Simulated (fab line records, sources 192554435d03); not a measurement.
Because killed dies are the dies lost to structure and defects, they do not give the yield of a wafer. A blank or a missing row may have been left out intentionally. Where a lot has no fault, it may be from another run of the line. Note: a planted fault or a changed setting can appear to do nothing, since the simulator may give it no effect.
Split-lot experiment	flow n5 finfet	7 lots, 21 wafers read, on a route of 1938 steps

ON THE SPLIT
At N5_MOL_CONTACT_COAG_COAT_78 (resist thk 40 nm), the setting spin rpm was moved away from the recipe's 1500 rpm on 6 of the 21 wafers read, by -7.9% to +3.7%. The other wafers ran this setting at the recipe's value.

FROM THE SPLIT TO THE READING: what the file shows between them, 4 steps
- N5_MOL_CONTACT_COAG_EBR_80
- N5_MOL_CONTACT_COAG_SOFTBAKE_79: time 60 s
- N5_MOL_CONTACT_COAG_EXPOSE_81: exposes mask VG, defocus 0 nm
- N5_MOL_CONTACT_COAG_PEB_82: peb time 60 s

THE READING
CAR-EUV_of_MOL_CONTACT_COAG_COAT_78.thk nm (the simulator's own value, which no gauge read), in nm, at N5_MOL_CONTACT_COAG_DEVELOP_83 (develop time 30 s). The file does not state a usual value for it. The 15 wafers here that ran the recipe average 39.6 nm, standard deviation 0.068 nm.

wafer	tool, chamber at the split	spin rpm as run, rpm	against the recipe	CAR-EUV_of_MOL_CONTACT_COAG_COAT_78.thk nm, nm	against lot-mates on the recipe
L075.1	litho track-05, 0	1500	recipe	39.6	-
L075.3	litho track-05, 0	1500	recipe	39.6	-
L075.5	litho track-05, 0	1500	recipe	39.6	-
L078.3	litho track-05, 0	1381	-7.9%	41.4	+1.8
L078.6	litho track-05, 0	1381	-7.9%	41.4	+1.8
L078.4	litho track-05, 0	1500	recipe	39.6	-
L082.1	litho track-05, 0	1500	recipe	39.6	-
L082.5	litho track-05, 0	1500	recipe	39.6	-
L082.3	litho track-05, 0	1426	-4.9%	40.6	+1.0
L083.4	litho track-02, 0	1500	recipe	39.6	-
L083.6	litho track-02, 0	1500	recipe	39.6	-
L083.5	litho track-02, 0	1500	recipe	39.4	-
L084.1	litho track-05, 0	1500	recipe	39.6	-
L084.5	litho track-05, 0	1500	recipe	39.6	-
L084.4	litho track-05, 0	1500	recipe	39.4	-
L087.1	litho track-02, 0	1553	+3.5%	38.8	-0.8
L087.2	litho track-02, 0	1553	+3.5%	39	-0.6
L087.4	litho track-02, 0	1500	recipe	39.6	-
L093.1	litho track-01, 0	1555	+3.7%	38.8	-0.8
L093.4	litho track-01, 0	1500	recipe	39.6	-
L093.5	litho track-01, 0	1500	recipe	39.6	-

FIT RESULTS
A straight line over all 21 wafers: CAR-EUV_of_MOL_CONTACT_COAG_COAT_78.thk nm changes by -0.22 nm for each +1% of spin rpm; r = -0.99; the points scatter about the line by 0.08 nm.
The same after taking each lot's own level away (the mean of its wafers on the recipe; 21 wafers): -0.219 nm for each +1%; r = -0.99; scatter 0.071 nm.
On that fit, the largest move of spin rpm shifts the reading by 1.7 nm.
Measured against the standard deviation above, the lots' own levels, which go from 39.53 to 39.60 nm, span 1.0 times it.
The two slopes are in agreement: the lot-to-lot level therefore moves the slope only a little.
Check: +1.72 nm against its lot-mates is what the line predicts for one of the wafers moved furthest among these (-7.9%) when that wafer is left out of the fit. It came out at +1.8 nm against them.

THE WHOLE CHAIN: every reading that the file lists as answering this split, in the file's order
step	what it does	reading	change (the file's fit)	r (the file's)
N5_MOL_CONTACT_COAG_COAT_78	resist thk 40 nm	CAR-EUV_of_MOL_CONTACT_COAG_COAT_78.thk nm (the simulator's own value, which no gauge read)	-0.227 nm for each +1% of the setting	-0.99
N5_MOL_CONTACT_COAG_DEVELOP_83	develop time 30 s	CAR-EUV_of_MOL_CONTACT_COAG_COAT_78.thk nm (the simulator's own value, which no gauge read)	-0.217 nm for each +1% of the setting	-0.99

FILE'S OWN FIT
CAR-EUV_of_MOL_CONTACT_COAG_COAT_78.thk nm changes by -0.217 nm for each +1% of spin rpm, r = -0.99.
